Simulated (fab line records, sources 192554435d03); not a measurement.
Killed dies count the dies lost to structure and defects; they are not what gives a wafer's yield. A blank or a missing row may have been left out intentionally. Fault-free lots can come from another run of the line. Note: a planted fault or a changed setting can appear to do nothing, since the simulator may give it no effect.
fab line records | flow n5-finfet
record lots=11 wafers=30 last-day=17
route steps=1938 shown ZERO_LAYER@17 WELL_APT@28 PMOS_HMC_CHANNEL_EPI@67 BEOL_M4@1111
lots with no fault: from the same line, run without faults
start-h: hours from the record's opening day to when the first of the lot's shown wafers began | wait-h: hours from the lot's prior step to this one | " unchanged from the row above | L1.1+2: several wafers, shown together as one row | - no value present, or no start provided | * or withheld: withheld | < > ~ a bound
route shown NAME@n: a module of which the file shows steps, and the number in the route of the first | usual: mean/standard deviation taken from wafers without a fault | same: alike in all rows | chamber/n: place in a boat | sites: each site's reading | _std_site: the values' standard deviation | _edge_site: the outer-site mean with the inner-site mean subtracted | radius-mm: how far each site lies from the wafer's centre | mask NAME#n: copy n | behind: the tool/chamber that last shaped the wafer | hold: cause of the lot's hold/its duration in hours/its outcome | device: whichever transistor did not switch (one of n, p or np) | end of line: tests of these same wafers at the route's end | a step without rows: its recipe alone | killed: count of dies lost to structure and defects at first sort (not the wafer's yield) | map: a wafer's dies, marking killed ones x, the rest . and places with no die _
set.NAME: the setting as run; set.NAME@STEP: as run at that earlier step | model.NAME: the simulator's own value behind a step, which no gauge read
a sample of lots followed through the steps of the route, with each step as a table and each wafer as a row
services: from which hour (start-h, from the record's first day; less than 0 if before it) a tool's chamber was out of use, for how many hours, and why
## steps
# step N5_ZERO_LAYER_STRIP_24
# recipe chemistry=O2 power-w=1000 temp-c=250 overash-fraction=0.3 pressure-mtorr=1000 o2-flow-sccm=6750
# usual chamber-pressure-mTorr=999.9/0.97 drypump-motor-current-A=5.8/0.48 heater-power-w=327/37 oes-product-au=0.647/0.0046 overash-fraction=0.3/0 strip-time-to-endpoint-s=43.80/0.078
# columns lot.wafer tool chamber start-h wait-h chamber-pressure-mTorr drypump-motor-current-A heater-power-w oes-product-au overash-fraction rf-hours-counter-h strip-time-to-endpoint-s
L336.1 plasma-asher-01 0 13.77 0.1 999.3 6.2 303 0.648 0.3 27 43.82
L336.4 " 0 " " 1000.0 6.2 297 0.641 0.3 - 43.73
L336.5 " 1 " " 998.9 5.8 340 0.650 0.3 - 43.94
L337.3 plasma-asher-01 1 19.57 0.1 1001.4 5.8 329 0.640 0.3 - 43.82
L337.4 " 0 " " 1000.0 6.2 303 0.643 0.3 - 43.90
L337.6 " 1 " " 999.5 5.8 329 0.648 0.3 - 43.82
L343.2 plasma-asher-01 1 55.28 0.1 1000.6 5.9 330 0.649 0.3 34 43.77
L343.5 " 1 " " 1001.1 5.8 343 0.645 0.3 - 43.73
L343.6 " 0 " " 999.4 6.2 305 0.649 0.3 - 43.86
L345.4 plasma-asher-02 0 67.76 0.2 998.8 4.9 287 0.648 0.3 - 43.70
L345.5 " 1 " " 1000.1 6.1 410 0.649 0.3 - 43.84
L347.4 plasma-asher-01 0 78.91 0.1 1000.2 6.2 303 0.642 0.3 - 43.87
L347.6 " 0 " " 1001.0 6.2 301 0.649 0.3 - 43.76
L348.2 plasma-asher-01 1 85.19 0.1 - - - - - - -
L348.4 " 0 " " - - - - - - -
L348.5 " 1 " " - - - - - - -
L349.2 plasma-asher-01 1 91.04 0.1 - - - - - - -
L349.3 " 1 " " - - - - - - -
L349.6 " 1 " " - - - - - - -
L350.1 plasma-asher-01 0 97.42 0.1 999.5 6.2 297 0.653 0.3 43 43.90
L350.3 " 0 " " 999.5 6.2 303 0.649 0.3 - 43.86
L350.4 " 1 " " 1000.3 5.9 332 0.644 0.3 - 43.85
L355.2 plasma-asher-01 1 126.90 0.1 998.7 5.8 332 0.643 0.3 49 43.74
L355.6 " 0 " " 999.6 6.2 299 0.648 0.3 - 43.68
L356.2 plasma-asher-01 0 133.08 0.1 999.9 6.2 308 0.633 0.3 50 43.80
L356.3 " 0 " " 999.8 6.2 305 0.647 0.3 - 43.79
L356.6 " 0 " " 1000.7 6.2 305 0.642 0.3 - 43.67
L357.1 plasma-asher-02 1 139.03 0.1 999.1 6.1 388 0.644 0.3 94 43.81
L357.3 " 1 " " 998.7 6.1 385 0.643 0.3 - 43.82
L357.5 " 1 " " 998.3 6.1 390 0.642 0.3 - 43.87
# step N5_ZERO_LAYER_INSPECT_20
# recipe inspect-instrument=darkfield mode=post-clean
# usual raw-defect-count=36/15
# columns lot.wafer tool chamber start-h wait-h raw-defect-count
L336.1 defect-inspect-01 - 14.14 0.0 25
L336.4 " - " " 18
L336.5 " - " " 32
L337.3 defect-inspect-01 - 19.94 0.0 43
L337.4 " - " " 28
L337.6 " - " " 43
L343.2 defect-inspect-02 - 55.64 0.0 29
L343.5 " - " " 30
L343.6 " - " " 26
L345.4 defect-inspect-02 - 68.11 0.0 33
L345.5 " - " " 36
L347.4 defect-inspect-02 - 79.26 0.0 36
L347.6 " - " " 21
L348.2 defect-inspect-02 - 85.55 0.0 35
L348.4 " - " " 35
L348.5 " - " " 53
L349.2 defect-inspect-02 - 91.40 0.0 42
L349.3 " - " " 16
L349.6 " - " " 24
L350.1 defect-inspect-02 - 97.79 0.0 11
L350.3 " - " " 31
L350.4 " - " " 32
L355.2 defect-inspect-02 - 127.27 0.0 45
L355.6 " - " " 61
L356.2 defect-inspect-02 - 133.44 0.0 42
L356.3 " - " " 35
L356.6 " - " " 39
L357.1 defect-inspect-01 - 139.39 0.0 23
L357.3 " - " " 18
L357.5 " - " " 16
# step N5_WELL_APT_CD_MEAS_08
# recipe target-cd-nm=200 landing-energy-ev=500 detector=se-inlens
# usual cd-nm=200.9/2.3
# columns lot.wafer tool chamber start-h wait-h cd-nm
L336.1 cd-sem-01 0 14.44 - 198.3
L336.4 " 0 " " 206.0
L336.5 " 0 " " 204.2
L337.3 cd-sem-02 0 20.37 - 198.4
L337.4 " 0 " " 200.3
L337.6 " 0 " " 199.6
L343.2 cd-sem-03 0 56.07 - 200.2
L343.5 " 0 " " 201.0
L343.6 " 0 " " 202.5
L345.4 cd-sem-03 0 68.41 - 200.8
L345.5 " 0 " " 201.8
L347.4 cd-sem-01 0 79.56 - 204.3
L347.6 " 0 " " 201.7
L348.2 cd-sem-01 0 85.86 - 205.9
L348.4 " 0 " " 201.7
L348.5 " 0 " " 197.3
L349.2 cd-sem-03 0 91.83 - 200.0
L349.3 " 0 " " 199.6
L349.6 " 0 " " 204.6
L350.1 cd-sem-01 0 98.21 - 199.5
L350.3 " 0 " " 200.3
L350.4 " 0 " " 203.6
L355.2 cd-sem-03 0 127.57 - 200.2
L355.6 " 0 " " 204.4
L356.2 cd-sem-03 0 133.87 - 202.9
L356.3 " 0 " " 202.7
L356.6 " 0 " " 195.8
L357.1 cd-sem-02 0 139.70 - 199.0
L357.3 " 0 " " 205.4
L357.5 " 0 " " 203.2
# step N5_PMOS_HMC_CHANNEL_EPI_INSPECT_11
# recipe mode=adi inspect-instrument=macro
# usual raw-defect-count=2.1/1.3
# columns lot.wafer tool chamber start-h wait-h raw-defect-count
L336.1 defect-inspect-02 - 17.94 0.0 3
L336.4 " - " " 0
L336.5 " - " " 2
L337.3 defect-inspect-01 - 24.44 0.0 4
L337.4 " - " " 0
L337.6 " - " " 3
L343.2 defect-inspect-02 - 59.73 0.0 3
L343.5 " - " " 2
L343.6 " - " " 2
L345.4 defect-inspect-02 - 72.30 0.0 1
L345.5 " - " " 0
L347.4 defect-inspect-02 - 83.31 0.2 2
L347.6 " - " " 1
L348.2 defect-inspect-02 - 89.24 0.0 3
L348.4 " - " " 1
L348.5 " - " " 4
L349.2 defect-inspect-02 - 95.56 0.0 3
L349.3 " - " " 1
L349.6 " - " " 6
L350.1 defect-inspect-02 - 102.10 0.0 3
L350.3 " - " " 3
L350.4 " - " " 3
L355.2 defect-inspect-01 - 131.17 0.0 2
L355.6 " - " " 2
L356.2 defect-inspect-02 - 137.37 0.0 2
L356.3 " - " " 0
L356.6 " - " " 3
L357.1 defect-inspect-02 - 143.41 0.0 2
L357.3 " - " " 2
L357.5 " - " " 2
# step N5_BEOL_M4_RC_MEAS_101
# usual DIBL_N=37.1/2.4 DIBL_P=37/3 IOFF_N=0.18/0.053 IOFF_P=0.21/0.05 ION_N=674/14 ION_P=459/9.2 SS_N=72.1/0.9 SS_P=73.4/0.89 VT_N=250/3.8 VT_P=-251/3.7
# columns lot.wafer tool chamber start-h wait-h DIBL_N[mV/V] DIBL_P[mV/V] IOFF_N[nA/um] IOFF_P[nA/um] ION_N[uA/um] ION_P[uA/um] SS_N[mV/dec] SS_P[mV/dec] VT_N[mV] VT_P[mV]
L336.1 prober-02 0 179.75 0.0 39.7 42 0.23 0.30 684 470 72.4 74.6 245 -248
L336.4 " 0 " " 38.3 39 0.19 0.22 667 455 71.9 73.9 249 -253
L336.5 " 0 " " 39.1 41 0.21 0.27 673 467 72.2 74.2 245 -248
L337.3 prober-01 0 182.98 0.3 39.5 40 0.21 0.29 680 466 72.7 74.0 248 -246
L337.4 " 0 " " 36.7 37 0.15 0.22 671 461 71.6 73.3 251 -251
L337.6 " 0 " " 34.4 33 0.13 0.17 654 450 71.9 71.9 255 -253
L343.2 prober-02 0 213.79 0.2 36.1 34 0.14 0.20 674 464 72.4 72.6 252 -250
L343.5 " 0 " " 33.4 31 0.11 0.16 656 453 71.2 71.6 256 -252
L343.6 " 0 " " 36.5 36 0.15 0.22 677 474 72.2 73.4 253 -250
L345.4 prober-01 0 230.08 0.5 39.7 37 0.20 0.19 670 449 73.0 74.5 251 -256
L345.5 " 0 " " 34.1 32 0.10 0.13 651 446 71.8 72.7 259 -258
L347.4 prober-01 0 234.68 0.5 35.6 36 0.17 0.20 678 462 72.4 73.2 250 -251
L347.6 " 0 " " 37.2 38 0.22 0.23 698 465 71.5 74.4 244 -250
L348.2 prober-02 0 254.30 0.2 36.4 37 0.18 0.20 671 456 72.2 73.0 249 -252
L348.4 " 0 " " 37.8 38 0.19 0.22 674 453 72.7 74.0 250 -253
L348.5 " 0 " " 36.6 38 0.19 0.22 692 471 71.8 72.8 246 -251
L349.2 prober-01 0 257.38 0.2 36.5 37 0.16 0.22 682 466 73.1 73.8 251 -248
L349.3 " 0 " " 35.9 36 0.17 0.22 676 465 71.8 73.9 247 -249
L349.6 " 0 " " 35.7 37 0.17 0.23 678 473 71.9 73.6 250 -249
L350.1 prober-02 0 265.37 0.0 35.8 36 0.15 0.19 694 467 71.0 72.6 250 -253
L350.3 " 0 " " 39.2 40 0.21 0.25 679 466 72.0 74.1 246 -250
L350.4 " 0 " " 39.0 41 0.21 0.27 712 484 72.4 74.0 243 -248
L355.2 prober-02 0 285.46 0.2 42.6 45 0.30 0.31 698 471 73.4 75.3 245 -246
L355.6 " 0 " " 43.0 45 0.30 0.32 693 462 73.8 75.1 244 -247
L356.2 prober-02 0 288.24 0.2 41.6 41 0.28 0.27 683 463 73.6 75.0 243 -248
L356.3 " 0 " " 35.2 35 0.14 0.17 651 446 71.9 72.9 255 -255
L356.6 " 0 " " 39.3 38 0.24 0.23 682 461 73.2 74.9 247 -251
L357.1 prober-02 0 309.30 0.0 32.5 33 0.12 0.14 665 453 71.2 72.1 252 -255
L357.3 " 0 " " 36.1 37 0.17 0.18 690 459 71.7 72.8 249 -255
L357.5 " 0 " " 37.3 39 0.21 0.22 697 464 72.5 74.6 244 -252
## services
# columns tool chamber start-h hours kind
plasma-asher-02 - -1.36 0.5 repair
plasma-asher-02 - 6.88 2.8 pm
plasma-asher-02 - 84.41 1.2 repair
plasma-asher-02 - 97.19 2.7 repair
## key
first-sign step=N5_ZERO_LAYER_STRIP_24 reading=tool-record direction=missing
effect none on later readings
met-at N5_ZERO_LAYER_STRIP_24
struck-lots L348,L349
not-acting-at N5_ZERO_LAYER_INSPECT_20,N5_WELL_APT_CD_MEAS_08,N5_PMOS_HMC_CHANNEL_EPI_INSPECT_11
onset-between 78.91 85.19
fault kind=skipped-step-whole tool=plasma-asher-01 chamber=- onset-h=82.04 steps=N5_ZERO_LAYER_STRIP_24 scope=struck-lots-only
